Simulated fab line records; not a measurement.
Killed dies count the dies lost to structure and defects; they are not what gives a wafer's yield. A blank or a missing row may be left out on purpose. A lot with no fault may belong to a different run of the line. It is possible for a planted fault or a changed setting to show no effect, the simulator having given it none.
Struck lot and sound lot, side by side -- flow n5_finfet -- 37 steps out of a route of 1938
Sound: these wafers, L366.2, L366.3, L366.4. Wafers L362.2, L362.4, L362.6 were the ones struck. The cause comes at the end.
For every step that has rows: the tool of each side, followed by ch and its chambers, followed by its first start. Under that, the readings that differ: sound wafers -- struck wafers -- difference of the means -- sigmas: that difference in standard deviations of wafers without a fault.
alike: words and numbers the same on both sides, and readings whose means are apart by under 2 such deviations; not compared: readings that were withheld, readings missing a value for some wafer, numbers with overlapping values and no deviation given by the record, and bounds like >300 which may hide the same value.
The two part at a step that has a row with sigmas, a row that says differs or no value, or rows on one side only. When numbers do not overlap yet have no deviation, they are printed without sigmas and do not part them. A reading missing from all wafers of one side parts the sides only when that side holds two or more wafers.

first, 9 steps without rows for these wafers: N5_BEOL_M4_ANNEAL_95 (time 240 s); N5_BEOL_M4_SPUTTER_96 (material Cu, target thk 4.5 nm, time 8.29 s); N5_BEOL_M4_ECD_50 (material Cu, target thk 300 nm); N5_BEOL_M4_ANNEAL_51 (time 90 s); N5_BEOL_M4_CMP_52 (polishes, stops on SiOC, t overpolish 6.8 s, target thk 40 nm); N5_BEOL_M4_PRE_CLEAN_60 (time 15 s); N5_BEOL_M4_CO_CAP_55 (material Co, precursor CCTBA/H2, target thk 2 nm, time 102.1 s); N5_BEOL_M4_PRE_CLEAN_56 (time 15 s); N5_BEOL_M4_DEP_57 (deposits SiCN from 3MS/NH3, target thk 8 nm, time 14 s).
N5_BEOL_M4_RC_MEAS_101:
  sound on prober-02 ch 0, day 12 23:08; struck on prober-01 ch 0, day 12 12:07
  alike: DIBL_N, DIBL_P, IOFF_N, IOFF_P, ION_N, ION_P, SS_N, SS_P, VT_N, VT_P
then, 24 steps without rows for these wafers: N5_BEOL_M5_ILD_DEP_00 (deposits SiCOH lowk from DEMS/porogen, target thk 140.64 nm, time 25.9 s); N5_BEOL_M5_CURE_79 (cures SiCOH lowk, time 240 s); N5_BEOL_M5_PECVD_70 (deposits SiO2 from TEOS/O2, target thk 16 nm, time 18 s); N5_BEOL_M5_HM_DEP_02 (deposits TiN, target thk 20 nm); N5_BEOL_M5_COAT_59 (time 60 s, resist thk 60 nm); N5_BEOL_M5_COAT_60 (time 60 s, resist thk 12 nm); N5_BEOL_M5_COAT_71 (time 60 s, resist thk 5 nm); N5_BEOL_M5_COAT_05 (resist thk 30 nm); N5_BEOL_M5_EBR_07; N5_BEOL_M5_SOFTBAKE_06 (time 60 s); N5_BEOL_M5_EXPOSE_08 (exposes mask M5, target cd 28 nm); N5_BEOL_M5_PEB_09 (peb time 60 s); N5_BEOL_M5_DEVELOP_10 (develop time 30 s); N5_BEOL_M5_DESCUM_16 (chemistry O2, time 7 s); N5_BEOL_M5_ETCH_72 (etches underlayer in N2/H2, target depth 6.5 nm, time 5.2 s); N5_BEOL_M5_ETCH_61 (etches SiARC in CF4, target depth 15.6 nm, time 26 s); N5_BEOL_M5_ETCH_62 (etches SOC in N2/H2, target depth 75 nm, overetch 15 nm, time 112.5 s); N5_BEOL_M5_STRIP_63 (strips in N2/H2); N5_BEOL_M5_STRIP_73 (strips in N2/H2); N5_BEOL_M5_STRIP_64 (strips in CF4); N5_BEOL_M5_HM_OPEN_17 (chemistry Cl2/BCl3, target TiN, target depth 20 nm, overetch 6 nm); N5_BEOL_M5_STRIP_19 (strips in O2); N5_BEOL_M5_COAT_65 (time 60 s, resist thk 60 nm); N5_BEOL_M5_COAT_66 (time 60 s, resist thk 12 nm).
N5_BEOL_M6_SPUTTER_48: material Cu, target thk 10 nm, time 1.667 s.
  sound: pvd_sputter-01 at day 13 21:14; struck: pvd_sputter-02 at day 13 08:39
  no value came back on the struck wafers for bias_v (V), cathode_dc_power_W (W), throttle_valve_pct (%), time_s (s); on the sound wafers bias_v (V) reads 60.0 59.7 60.1
N5_BEOL_M6_CMP_52: polishes, stops on SiCOH lowk, t overpolish 6.9 s, target thk 80 nm.
  sound on cmp-01 ch 1,2,3, day 13 22:28; struck on cmp-03 ch 1,2, day 13 09:13
reading,sound,struck,difference,sigmas
time_to_endpoint_s (s),58.6 58.6 62.0,3.6 1.0 1.3,-57.8,-23
  alike: edge_zone_pressure_frac, motor_current_A, slurry_filter_dp_kPa
-- record jumps: 4 days separate the struck wafers' starts on either side; left off in module BEOL_M6, taken up again in module PASSIVATION, whose first shown step is the route's number 1936 --
N5_PASSIVATION_PROBE_49:
  record: rows for the struck wafers here (prober-01, day 17 07:01), none for the sound ones

WHERE THEY PART
At N5_BEOL_M6_SPUTTER_48 first; at N5_PASSIVATION_PROBE_49 last (within this record only).

WHY: whatever the simulator had introduced
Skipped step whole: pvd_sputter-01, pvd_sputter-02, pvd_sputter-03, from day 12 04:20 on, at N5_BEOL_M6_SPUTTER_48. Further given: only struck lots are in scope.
